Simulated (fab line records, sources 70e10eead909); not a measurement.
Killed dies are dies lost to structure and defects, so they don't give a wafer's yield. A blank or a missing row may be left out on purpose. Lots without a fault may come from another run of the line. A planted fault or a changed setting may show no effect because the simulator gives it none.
Which tool did it? | flow nand_harc | 6 lots, 18 wafers sampled, at 5 steps of a route of 1302

WHAT THE GAUGES READ, wafer by wafer
NHARC_END_SORT_01.
lot  | measured     | on        | killed_at_array
L611 | day 32 21:08 | prober-01 | 67 70 553

WHICH TOOL RAN EACH LOT (tool, then ch and the chambers of the sampled wafers, then the start)
lot  | NHARC_A_STAIRCASE_STRIP_171          | NHARC_A_STAIRCASE_ETCH_13                     | NHARC_A_STAIRCASE_ETCH_19          | NHARC_A_STAIRCASE_TRIM_20
L593 | plasma_asher-01 ch 0,1, day 16 14:29 | rie_diel-03 ch 0,2, day 16 16:44 or earlier   | rie_diel-03 ch 1,2,3, day 16 16:44 | rie_diel-07 ch 1,2,3, day 16 16:58
L595 | plasma_asher-01 ch 0,1, day 17 01:31 | rie_diel-03 ch 1,2,3, day 17 04:04 or earlier | rie_diel-03 ch 0,2,3, day 17 04:04 | rie_diel-03 ch 0,2,3, day 17 04:17
L599 | plasma_asher-01 ch 0,1, day 18 13:30 | rie_diel-03 ch 1,3, day 18 15:47 or earlier   | rie_diel-03 ch 0,1,3, day 18 15:47 | rie_diel-07 ch 1,2,3, day 18 15:58
L603 | plasma_asher-01 ch 0,1, day 20 01:53 | rie_diel-01 ch 0,1, day 20 04:43 or earlier   | rie_diel-01 ch 0,3, day 20 04:43   | rie_diel-07 ch 1,2, day 20 04:55
L611 | plasma_asher-01 ch 0,1, day 23 12:24 | rie_diel-07 ch 0,1, day 23 14:53 or earlier   | rie_diel-07 ch 0,3, day 23 14:53   | rie_diel-07 ch 0,1,2, day 23 15:08
L615 | plasma_asher-01 ch 0,1, day 24 22:11 | rie_diel-03 ch 1,2, day 25 00:37 or earlier   | rie_diel-03 ch 0,1,2, day 25 00:37 | rie_diel-03 ch 1,2,3, day 25 00:48
- NHARC_A_STAIRCASE_STRIP_171: strips in O2.
- NHARC_A_STAIRCASE_ETCH_13: etches the open film in C4F8/O2, target depth 100 nm, time 40.5 s.
- NHARC_A_STAIRCASE_ETCH_19: etches the open film in C4F8/O2, target depth 100 nm, time 40.5 s.
- NHARC_A_STAIRCASE_TRIM_20: chemistry O2, time 211.2 s.

THE ANSWER, worked out from the rows above alone
Rule: what is usual is taken from the lots themselves. Put in order of their means at a reading, lots are off if they are a third of the lots or fewer, leave a main group of 4 or more, and stand apart from it by a gap of 3 or more times the standard deviation of the main group's means; of several such gaps the widest counts. A main group whose means are all the same, to the digits that the tables above print for the reading, isn't used. A lot without any number at a reading at which 4 lots or more have one is off too. The other lots that the step has rows for count as sound.
No lot is off at any reading shown: from this, nothing can be told.

WHAT THE SIMULATOR HAD PUT IN
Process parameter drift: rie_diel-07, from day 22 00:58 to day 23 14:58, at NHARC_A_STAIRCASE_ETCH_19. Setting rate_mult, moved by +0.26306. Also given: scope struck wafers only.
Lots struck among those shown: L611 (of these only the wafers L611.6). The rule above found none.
